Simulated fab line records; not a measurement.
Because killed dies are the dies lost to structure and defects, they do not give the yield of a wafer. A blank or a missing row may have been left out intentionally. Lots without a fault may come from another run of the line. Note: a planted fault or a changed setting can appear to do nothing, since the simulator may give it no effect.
fab line records	flow n5Finfet
[record] lots = 8	wafers = 24	lastDay = 17
route steps=1938 shown DUMMY_REMOVAL@377 HKMG_FIN@403 BEOL_M4@1111
lots that met no fault: from a run of the same line without faults
startH: start of the lot's first displayed wafer, in hours after the record's first day	waitH: hours from the lot's prior step to this one	" the same as in the row above	L1.1+2: one row covering several wafers at once	- no value, or no start was given	* or withheld: withheld	< > ~ a bound
route shown NAME@n: NAME is a module with steps in the file, n the number in the route of the first one	usual: average and standard deviation across the fault-free wafers	same: alike in all rows	chamber/n: place in a boat	sites: readings site by site	_std_site: standard deviation across them	_edge_site: inner sites' mean taken away from outer sites' mean	radiusMm: how far each site lies from the wafer's centre	mask NAME#n: copy n	behind: the most recent tool/chamber to have shaped the wafer	hold: what put the lot on hold/how long, in hours/how the hold closed	device: which transistor (n, p or np) failed to switch	end of line: the route-end tests of the same wafers	for a step that has no rows: nothing shown but its recipe	killed: at the first sort, the dies lost to defects and structure; wafer yield is something else	map: the dies of a wafer, with x for killed, . for not killed, _ for no die there
set.NAME: the setting that was run; set.NAME@STEP: the one run at that earlier step	model.NAME: the simulator's own value behind a step, which no gauge read
route steps across a sampled set of lots; one table per step, one row per wafer
services: a tool's chamber out of use, with start hour (startH, from the record's first day; less than 0 if before it), hours out, and reason
[[steps]]
[step N5_DUMMY_REMOVAL_HM_STRIP_01]
[recipe] chemistry = CH3F/O2	material = SiNx	targetDepthA = 40	stopOn = poly-Si	timeS = 6.8	overEtchFrac = 0.3	ionEnergyEv = 60	powerW = 410	biasW = 29	Ar_flow_sccm = 150	CH3F_flow_sccm = 30	O2_flow_sccm = 20
[usual] chamberPressureMTorr = 30.000/0.026	drypumpMotorCurrentA = 5.8/0.44	oesProductAu = 0.60/0.042	rfVppV = 127.2/1.1	showerheadPlenumPTorr = 1.97/0.065	throttleValvePct = 16.34/0.21
lot.wafer	tool	chamber	startH	waitH	chamberPressureMTorr	drypumpMotorCurrentA	oesProductAu	rfHoursCounterH	rfVppV	showerheadPlenumPTorr	throttleValvePct
L597.1	rieDiel-03	3	70.65	0.1	30.012	6.2	0.67	74	125.4	1.94	16.25
L597.4	"	0	"	"	30.050	6.1	0.64	-	128.7	1.92	16.41
L597.5	"	3	"	"	30.020	6.2	0.67	-	126.7	1.94	16.25
L601.2	rieDiel-04	3	98.08	0.0	29.971	5.8	0.61	189	128.2	1.98	16.48
L601.4	"	0	"	"	30.013	5.6	0.58	179	128.6	1.99	16.61
L601.6	"	2	"	"	30.018	5.7	0.57	-	127.2	1.98	16.54
L602.3	rieDiel-04	2	102.67	0.0	30.011	5.7	0.56	226	127.2	1.98	16.54
L602.4	"	0	"	"	30.021	5.6	0.59	180	126.9	1.99	16.60
L602.6	"	0	"	"	29.999	5.6	0.58	-	128.3	1.99	16.59
L603.3	rieDiel-02	3	110.09	0.1	30.008	6.3	0.57	236	127.5	2.05	16.18
L603.5	"	2	"	"	30.015	5.2	0.56	-	127.5	1.97	16.22
L603.6	"	1	"	"	30.006	5.7	0.63	-	127.0	1.85	15.87
L604.2	rieDiel-02	3	114.57	0.0	29.995	6.2	0.57	237	127.0	2.05	16.20
L604.3	"	2	"	"	29.988	5.1	0.56	241	128.7	1.97	16.25
L604.4	"	0	"	"	29.986	5.7	0.62	122	127.6	2.02	16.51
L613.1	rieDiel-03	1	166.45	0.0	29.993	4.7	0.54	249	127.6	2.05	16.51
L613.3	"	0	"	"	30.057	6.1	0.60	173	127.0	1.91	16.48
L613.4	"	3	"	"	29.977	6.2	0.65	100	126.1	1.94	16.28
L614.2	rieDiel-02	0	173.38	0.1	30.024	5.7	0.61	144	127.1	2.01	16.57
L614.5	"	0	"	"	29.956	5.7	0.61	-	127.1	2.01	16.55
L614.6	"	1	"	"	29.999	5.7	0.62	-	126.2	1.85	15.91
L619.1	rieDiel-02	2	211.05	0.1	29.963	5.1	0.74	10	127.4	1.96	15.80
L619.4	"	0	"	"	29.982	5.7	0.59	157	126.1	2.01	16.59
L619.5	"	3	"	"	29.989	6.3	0.76	-	128.8	2.04	15.77
[step N5_HKMG_FIN_ETCH_55]
[recipe] chemistry = N2/H2	target = SOC	targetDepthA = 2400	tempC = 40	timeS = 300	ionEnergyEv = 200	maskMaterial = SiARC	pressureMtorr = 30	sourceW = 840	biasW = 150	n2FlowSccm = 200	h2FlowSccm = 200
[usual] chamberPressureMTorr = 29.996/0.029	drypumpMotorCurrentA = 5.6/0.41	oesProductAu = 0.81/0.091	rfVppV = 524.1/2.6	showerheadPlenumPTorr = 2.55/0.09	throttleValvePct = 17.85/0.26
lot.wafer	tool	chamber	startH	waitH	chamberPressureMTorr	drypumpMotorCurrentA	oesProductAu	rfHoursCounterH	rfVppV	showerheadPlenumPTorr	throttleValvePct
L597.1	rieDiel-06	2	72.44	0.0	29.983	5.8	0.73	180	523.6	2.53	17.96
L597.4	"	1	"	"	29.988	6.2	0.94	8	528.4	2.72	17.89
L597.5	"	3	"	"	29.942	5.7	0.71	-	525.7	2.62	18.16
L601.2	rieDiel-05	0	100.04	0.0	29.969	5.5	0.91	12	522.3	2.49	17.49
L601.4	"	1	"	"	30.025	6.1	0.68	-	524.2	2.60	17.97
L601.6	"	0	"	"	29.984	5.5	0.91	-	522.5	2.49	17.51
L602.3	rieDiel-01	1	104.42	0.0	30.001	5.7	0.71	199	523.5	2.51	17.93
L602.4	"	2	"	"	30.019	5.3	0.82	90	521.8	2.46	17.73
L602.6	"	0	"	"	30.000	6.2	0.72	-	524.4	2.53	18.23
L603.3	rieDiel-06	1	111.78	0.0	30.022	6.2	0.91	19	527.8	2.71	17.88
L603.5	"	1	"	"	29.967	6.3	0.91	-	528.8	2.71	17.90
L603.6	"	0	"	"	30.026	4.8	0.88	-	528.1	2.69	17.84
L604.2	rieDiel-05	0	116.12	0.0	29.995	5.5	0.90	19	522.9	2.49	17.53
L604.3	"	3	"	"	29.979	5.0	0.95	4	528.5	2.71	17.50
L604.4	"	3	"	"	29.985	4.9	0.95	-	529.5	2.71	17.47
L613.1	rieDiel-01	3	168.32	0.0	30.002	5.4	0.80	93	522.1	2.46	17.54
L613.3	"	0	"	"	29.987	6.2	0.69	222	524.1	2.52	18.28
L613.4	"	1	"	"	30.011	5.7	0.69	221	524.0	2.51	17.98
L614.2	rieDiel-05	1	175.10	0.0	29.971	6.1	0.93	17	525.7	2.59	17.51
L614.5	"	1	"	"	29.988	6.1	0.92	-	526.2	2.59	17.52
L614.6	"	2	"	"	30.021	5.7	0.87	-	522.3	2.47	18.00
L619.1	rieDiel-06	0	213.05	0.0	29.961	4.8	0.83	72	528.7	2.68	17.86
L619.4	"	2	"	"	29.968	5.8	0.70	222	523.7	2.51	18.02
L619.5	"	3	"	"	30.001	5.7	0.68	-	525.7	2.60	18.24
[step N5_HKMG_FIN_ALD_36]
[recipe] material = TiN	targetThkA = 10	tempC = 400	aldPrecursorFamily = TiCl4	aldCoReactant = NH3	pulseTimeS = 1	purgeTimeS = 3	coReactantPurgeTimeS = 2	coReactantPulseTimeS = 2	aldCycles = 47	pressureTorr = 3
[usual] heaterPowerW = 861/68	precursorPulseHeightRel = 1.001/0.019	susceptorTempC = 400.00/0.22
lot.wafer	tool	chamber	startH	waitH	heaterPowerW	precursorPulseHeightRel	susceptorTempC
L597.1	aldMetal-02	2	74.67	0.0	927	0.956	400.23
L597.4	"	3	"	"	752	1.032	400.00
L597.5	"	0	"	"	729	1.001	399.97
L601.2	aldMetal-02	0	102.09	0.0	834	0.968	419.34
L601.4	"	2	"	"	1004	1.014	418.73
L601.6	"	2	"	"	1012	1.003	418.71
L602.3	aldMetal-02	1	106.82	0.0	1055	1.007	418.68
L602.4	"	0	"	"	822	1.001	419.29
L602.6	"	0	"	"	814	0.987	419.32
L603.3	aldMetal-04	1	113.81	0.0	864	0.981	400.65
L603.5	"	0	"	"	875	1.010	400.24
L603.6	"	3	"	"	879	1.010	400.03
L604.2	aldMetal-04	0	119.11	0.0	901	1.011	400.05
L604.3	"	3	"	"	884	1.009	399.90
L604.4	"	1	"	"	871	0.992	399.91
L613.1	aldMetal-04	2	170.54	0.0	910	1.028	399.99
L613.3	"	3	"	"	890	0.979	400.10
L613.4	"	0	"	"	887	1.000	399.78
L614.2	aldMetal-02	2	177.25	0.0	914	0.967	400.00
L614.5	"	2	"	"	907	0.994	400.01
L614.6	"	1	"	"	925	1.013	400.24
L619.1	aldMetal-02	2	215.24	0.0	906	1.004	400.03
L619.4	"	0	"	"	737	0.998	399.95
L619.5	"	2	"	"	904	1.011	399.56
[step N5_HKMG_FIN_DESCUM_17]
[recipe] chemistry = O2	timeS = 7.9	sourcePowerW = 50	biasPowerW = 20	pressureMtorr = 20	rfFrequencyHz = 2.712e+07	tempC = 40	resist = CAR-ArF	o2FlowSccm = 225
[usual] chamberPressureMTorr = 20.000/0.019	drypumpMotorCurrentA = 5.6/0.43	oesProductAu = 0.80/0.09	rfVppV = 243.3/1.4	showerheadPlenumPTorr = 2.11/0.074	throttleValvePct = 20.47/0.26
lot.wafer	tool	chamber	startH	waitH	chamberPressureMTorr	drypumpMotorCurrentA	oesProductAu	rfHoursCounterH	rfVppV	showerheadPlenumPTorr	throttleValvePct
L597.1	rieDiel-01	0	75.96	0.1	19.967	6.2	0.72	190	242.9	2.08	20.75
L597.4	"	1	"	"	20.012	5.6	0.72	188	242.4	2.08	20.49
L597.5	"	3	"	"	19.973	5.3	0.84	-	241.7	2.04	19.99
L601.2	rieDiel-06	2	103.51	0.2	20.003	5.8	0.72	189	242.2	2.08	20.61
L601.4	"	1	"	"	20.002	6.2	0.92	16	244.8	2.24	20.48
L601.6	"	1	"	"	20.016	6.2	0.91	-	245.1	2.24	20.49
L602.3	rieDiel-01	3	108.06	0.0	20.015	5.3	0.82	73	243.3	2.03	20.01
L602.4	"	1	"	"	19.950	5.6	0.70	200	242.9	2.08	20.51
L602.6	"	2	"	"	19.981	5.3	0.80	-	243.2	2.03	20.25
L603.3	rieDiel-01	1	115.06	0.0	19.992	5.6	0.71	202	242.6	2.08	20.52
L603.5	"	0	"	"	20.002	6.2	0.71	-	244.7	2.08	20.79
L603.6	"	1	"	"	20.004	5.6	0.71	-	245.4	2.08	20.53
L604.2	rieDiel-01	3	120.57	0.3	19.997	5.3	0.82	77	242.8	2.03	20.01
L604.3	"	1	"	"	20.037	5.6	0.70	204	243.0	2.07	20.53
L604.4	"	2	"	"	20.000	5.3	0.80	96	241.4	2.03	20.27
L613.1	rieDiel-06	1	171.80	0.0	19.962	6.2	0.86	39	243.8	2.23	20.54
L613.3	"	3	"	"	19.997	5.7	0.67	234	244.0	2.16	20.89
L613.4	"	0	"	"	19.989	4.8	0.85	59	244.2	2.21	20.58
L614.2	rieDiel-06	2	178.49	0.0	20.005	5.8	0.71	213	242.7	2.07	20.64
L614.5	"	2	"	"	20.003	5.8	0.70	-	242.2	2.08	20.64
L614.6	"	3	"	"	20.007	5.7	0.68	-	243.9	2.16	20.91
L619.1	rieDiel-05	0	216.49	0.0	19.969	5.5	0.85	50	242.2	2.03	20.14
L619.4	"	1	"	"	19.992	6.1	0.89	31	242.6	2.14	20.16
L619.5	"	3	"	"	19.997	4.9	0.87	-	244.2	2.22	20.27
[step N5_BEOL_M4_RC_MEAS_101]
[usual] DIBL_N = 35.7/1.3	DIBL_P = 35.4/1.8	IOFF_N = 0.152/0.027	IOFF_P = 0.20/0.034	ION_N = 672/9.8	ION_P = 461/7.5	SS_N = 71.4/0.55	SS_P = 73.1/0.61	VT_N = 251/3.3	VT_P = -251/3.6
lot.wafer	tool	chamber	startH	waitH	DIBL_N[mV/V]	DIBL_P[mV/V]	IOFF_N[nA/um]	IOFF_P[nA/um]	ION_N[uA/um]	ION_P[uA/um]	SS_N[mV/dec]	SS_P[mV/dec]	VT_N[mV]	VT_P[mV]
L597.1	prober-02	0	162.74	0.0	37.2	39.2	0.199	0.27	681	469	72.2	74.2	247	-244
L597.4	"	0	"	"	35.0	38.2	0.160	0.24	672	465	71.1	73.9	248	-246
L597.5	"	0	"	"	35.2	36.6	0.161	0.22	684	467	71.0	73.7	248	-247
L601.2	prober-01	0	191.24	0.2	35.8	36.2	0.162	0.20	676	456	71.3	73.1	253	-255
L601.4	"	0	"	"	36.4	37.6	0.186	0.21	688	473	71.3	73.7	246	-249
L601.6	"	0	"	"	36.6	37.3	0.188	0.21	673	456	72.3	73.8	251	-250
L602.3	prober-02	0	194.45	0.3	35.6	36.1	0.174	0.27	679	476	71.7	73.4	247	-241
L602.4	"	0	"	"	38.0	39.5	0.237	0.35	694	488	72.4	73.6	243	-240
L602.6	"	0	"	"	37.0	37.8	0.203	0.30	691	485	71.8	73.5	243	-240
L603.3	prober-02	0	200.58	0.3	35.7	36.7	0.162	0.23	680	468	71.3	72.6	247	-247
L603.5	"	0	"	"	35.7	36.7	0.163	0.23	678	467	71.4	72.1	247	-248
L603.6	"	0	"	"	35.1	36.3	0.152	0.22	678	467	71.0	73.0	249	-247
L604.2	prober-02	0	209.83	0.2	36.0	36.9	0.162	0.21	676	465	72.1	73.2	247	-251
L604.3	"	0	"	"	35.9	36.5	0.157	0.20	682	459	71.7	72.6	248	-250
L604.4	"	0	"	"	35.6	35.6	0.153	0.20	674	462	71.3	73.1	248	-250
L613.1	prober-01	0	261.82	0.0	35.0	34.7	0.129	0.19	657	458	71.1	73.4	253	-250
L613.3	"	0	"	"	34.2	32.8	0.116	0.16	658	456	71.4	72.4	257	-252
L613.4	"	0	"	"	34.6	33.7	0.115	0.17	653	453	70.1	72.1	256	-250
L614.2	prober-01	0	279.11	0.2	34.7	33.2	0.143	0.19	674	463	72.2	73.0	252	-249
L614.5	"	0	"	"	33.4	31.7	0.122	0.17	666	462	71.8	73.3	254	-251
L614.6	"	0	"	"	35.4	35.0	0.164	0.21	676	469	72.1	73.5	252	-249
L619.1	prober-01	0	308.16	0.0	34.3	34.6	0.123	0.18	663	458	71.2	72.0	253	-252
L619.4	"	0	"	"	36.4	36.6	0.150	0.20	673	464	71.5	73.5	250	-250
L619.5	"	0	"	"	35.3	35.2	0.124	0.17	667	456	71.2	72.7	253	-251
[[services]]
tool	chamber	startH	hours	kind
aldMetal-04	3	47.80	16.8	repair
rieDiel-05	0	54.38	-	clean
rieDiel-05	0	54.38	-	consumableReplace:focusRing
rieDiel-05	0	54.38	18.2	scheduledDown
rieDiel-05	0	54.38	18.2	ventCycle
rieDiel-03	1	63.21	7.4	repair
rieDiel-05	3	77.97	4.6	repair
rieDiel-05	3	82.67	-	clean
rieDiel-05	3	82.67	-	consumableReplace:focusRing
rieDiel-05	3	82.67	-	consumableReplace:showerhead
rieDiel-05	3	82.67	23.6	scheduledDown
rieDiel-05	3	82.67	23.6	ventCycle
rieDiel-05	1	106.24	-	clean
rieDiel-05	1	106.24	-	consumableReplace:focusRing
rieDiel-05	1	106.24	21.1	scheduledDown
rieDiel-05	1	106.24	21.1	ventCycle
rieDiel-02	1	128.59	14.5	repair
rieDiel-02	2	143.09	-	clean
rieDiel-02	2	143.09	-	consumableReplace:focusRing
rieDiel-02	2	143.09	35.0	scheduledDown
rieDiel-06	0	149.96	9.6	repair
rieDiel-06	-	186.01	2.8	pm
rieDiel-06	2	193.07	5.0	repair
aldMetal-02	-	211.10	0.3	repair
[[key]]
[firstSign] step = N5_HKMG_FIN_ALD_36	reading = susceptorTempC	direction = up	sigmas = 87	usual = *	struck = *
effect none on later readings
metAt N5_HKMG_FIN_ALD_36
struckLots L601,L602
notActingAt N5_DUMMY_REMOVAL_HM_STRIP_01,N5_HKMG_FIN_ETCH_55,N5_HKMG_FIN_DESCUM_17
onsetBetween 74.67 102.09
[fault] kind = processParameterDrift	tool = aldMetal-02	chamber = -	onsetH = 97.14	steps = N5_HKMG_FIN_ALD_36	channel = tempC	offset = *	shape = step	endH = 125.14	actsIn = *	stated = *
